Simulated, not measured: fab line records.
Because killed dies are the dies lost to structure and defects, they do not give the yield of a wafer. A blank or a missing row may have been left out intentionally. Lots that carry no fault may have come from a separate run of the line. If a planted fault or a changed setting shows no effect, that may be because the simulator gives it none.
2 desks, one fault	flow n5_finfet	what lay behind the numbers comes last; until then each desk has only its own

THE METROLOGY DESK
What the gauges read, lot by lot, whatever tool the lot ran on: means of the sampled wafers that have a number. The brackets show how far a lot's mean lies from the usual mean; more than 4 standard deviations puts the lot out of limits, marked OUT.
Columns: A = M10_THK at N5_BEOL_M10_THK_MEAS_53, usual 142.6 nm; B = M10_RS at N5_BEOL_M10_RS_MEAS_57, usual 0.151 ohm/sq
lot	first seen here	A	B
L419	day 10 21:26	143.5	0.151
L422	day 11 13:05	142.9	0.150
L434	day 14 06:38	144.5	0.150
L435	day 14 07:50	137.3	0.155
L437	day 14 17:13	140.8	0.153
L442	day 16 08:05	142.0	0.151
This desk found nothing out of limits on any of the 6 lots.

DESK OF THE TOOL OWNER: pecvd-01
The tool's own readings at N5_BEOL_M10_DEP_56 (deposits SiCN from 3MS/NH3, target thk 15 nm, time 26.5 s): means of the sampled wafers that have a number, for each lot that ran on this tool. The brackets show how far a lot's mean lies from the usual mean; more than 4 standard deviations puts the lot out of limits, marked OUT.
Columns: A = showerhead_plenum_p_Torr at N5_BEOL_M10_DEP_56, usual 3.657 Torr; B = throttle_valve_pct at N5_BEOL_M10_DEP_56, usual 9.1 %
lot	first seen here	A	B
L422	day 11 13:09	3.654	8.7
L434	day 14 06:41	3.652	8.7
L435	day 14 07:54	3.651	8.9
This desk found nothing out of limits on any of the 3 lots.

BROUGHT TOGETHER
From the metrology desk's view, nothing was out of limits.
Nothing out of limits was seen by the tool owner's desk.

WHAT THE SIMULATOR HAD INSERTED
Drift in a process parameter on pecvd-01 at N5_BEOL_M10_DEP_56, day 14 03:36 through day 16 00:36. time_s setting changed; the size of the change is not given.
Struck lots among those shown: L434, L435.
